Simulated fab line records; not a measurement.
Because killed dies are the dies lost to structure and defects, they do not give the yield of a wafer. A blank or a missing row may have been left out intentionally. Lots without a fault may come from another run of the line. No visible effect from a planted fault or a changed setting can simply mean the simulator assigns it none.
Lot-split experiment | flow n5 finfet | on a route of 1938 steps: 7 lots, 21 wafers read

## THE SPLIT
At N5_HKMG_FIN_ETCH_35 (etches SOC in N2/H2, target depth 215.8 nm, time 243.4 s), the setting time s was moved away from the recipe's 243.4 s on 5 of the 21 wafers read, by +8.2% to +19.4%. The other wafers ran this setting at the recipe's value.

The reading is taken at the split's own step.

## THE READING
SOC_of_HKMG_FIN_COAT_29.thk nm (the simulator's own value, which no gauge read), in nm, at N5_HKMG_FIN_ETCH_35 (etches SOC in N2/H2, target depth 215.8 nm, time 243.4 s). The file gives no usual value for it. The 16 wafers here that ran the recipe average 84.1 nm, standard deviation 7.6 nm.

wafer  | tool, chamber at the split | time s as run, s | against the recipe | SOC_of_HKMG_FIN_COAT_29.thk nm, nm | against lot-mates on the recipe
L075.1 | rie diel-06, 3             | 270.2            | +11.0%             | 46.2                               | -25.0
L075.3 | rie diel-06, 3             | 243.4            | recipe             | 71.2                               | -
L075.4 | rie diel-06, 2             | 270.2            | +11.0%             | 55.6                               | -15.6
L077.2 | rie diel-05, 2             | 243.4            | recipe             | 74.2                               | -
L077.3 | rie diel-05, 0             | 243.4            | recipe             | 77.4                               | -
L077.6 | rie diel-05, 3             | 243.4            | recipe             | 89.8                               | -
L078.2 | rie diel-04, 2             | 243.4            | recipe             | 90.4                               | -
L078.4 | rie diel-04, 1             | 243.4            | recipe             | 83                                 | -
L078.5 | rie diel-04, 2             | 243.4            | recipe             | 90.8                               | -
L082.2 | rie diel-06, 1             | 243.4            | recipe             | 96.8                               | -
L082.4 | rie diel-06, 2             | 269.4            | +10.7%             | 48.6                               | -47.7
L082.6 | rie diel-06, 1             | 243.4            | recipe             | 95.8                               | -
L084.1 | rie diel-04, 3             | 290.7            | +19.4%             | 50.4                               | -38.2
L084.3 | rie diel-04, 2             | 243.4            | recipe             | 92.6                               | -
L084.6 | rie diel-04, 1             | 243.4            | recipe             | 84.6                               | -
L091.1 | rie diel-05, 3             | 243.4            | recipe             | 82                                 | -
L091.2 | rie diel-05, 2             | 243.4            | recipe             | 76                                 | -
L091.3 | rie diel-05, 1             | 263.4            | +8.2%              | 65.6                               | -13.4
L095.3 | rie diel-05, 1             | 243.4            | recipe             | 78                                 | -
L095.5 | rie diel-05, 3             | 243.4            | recipe             | 81.8                               | -
L095.6 | rie diel-05, 0             | 243.4            | recipe             | 80.6                               | -

FIT RESULTS
A straight line over all 21 wafers: SOC_of_HKMG_FIN_COAT_29.thk nm changes by -2.34 nm for each +1% of time s; r = -0.85; the points scatter about the line by 8.3 nm.
The same after taking each lot's own level away (the mean of its wafers on the recipe; 21 wafers): -2.24 nm for each +1%; r = -0.88; scatter 7 nm.
On that fit, the largest move of time s shifts the reading by 44 nm.
Measured against the standard deviation above, the lots' own levels, which go from 71.20 to 96.30 nm, span 3.3 times it.
Hence the lot-to-lot level has little effect on the slope; both slopes agree.
Check: -48.9 nm against its lot-mates is what the line predicts for one of the wafers moved furthest among these (+19.4%) when that wafer is left out of the fit. It came out at -38.2 nm against them.

## THE OTHER SPLITS THESE WAFERS WENT THROUGH
Other splits were also applied to these wafers ahead of the reading. Each is held against what the fit with the lots' levels taken away leaves over:
other split on the same wafers | wafers away from the commonest value | r with SOC_of_HKMG_FIN_COAT_29.thk nm (lot level and that fit taken away)
N5_SD_EPI_P_EPI_21 time s      | 5                                    | -0.06
N5_HKMG_FIN_EXPOSE_46 dose mj  | 8                                    | +0.00
N5_HKMG_FIN_ETCH_55 bias w     | 7                                    | -0.07

## THE WHOLE CHAIN: every reading that the file lists as answering this split, in the file's order
step                | what it does                                             | reading                                                                         | change (the file's fit)              | r (the file's)
N5_HKMG_FIN_ETCH_35 | etches SOC in N2/H2, target depth 215.8 nm, time 243.4 s | HKMG_FIN.feature depth nm (the simulator's own value, which no gauge read)      | +2.29 nm for each +1% of the setting | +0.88
N5_HKMG_FIN_ETCH_35 | etches SOC in N2/H2, target depth 215.8 nm, time 243.4 s | etch.depth nm (the simulator's own value, which no gauge read)                  | +2.29 nm for each +1% of the setting | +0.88
N5_HKMG_FIN_ETCH_35 | etches SOC in N2/H2, target depth 215.8 nm, time 243.4 s | SOC_of_HKMG_FIN_COAT_29.thk nm (the simulator's own value, which no gauge read) | -2.33 nm for each +1% of the setting | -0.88

## THE FILE'S OWN FIT
SOC_of_HKMG_FIN_COAT_29.thk nm changes by -2.33 nm for each +1% of time s, r = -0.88.
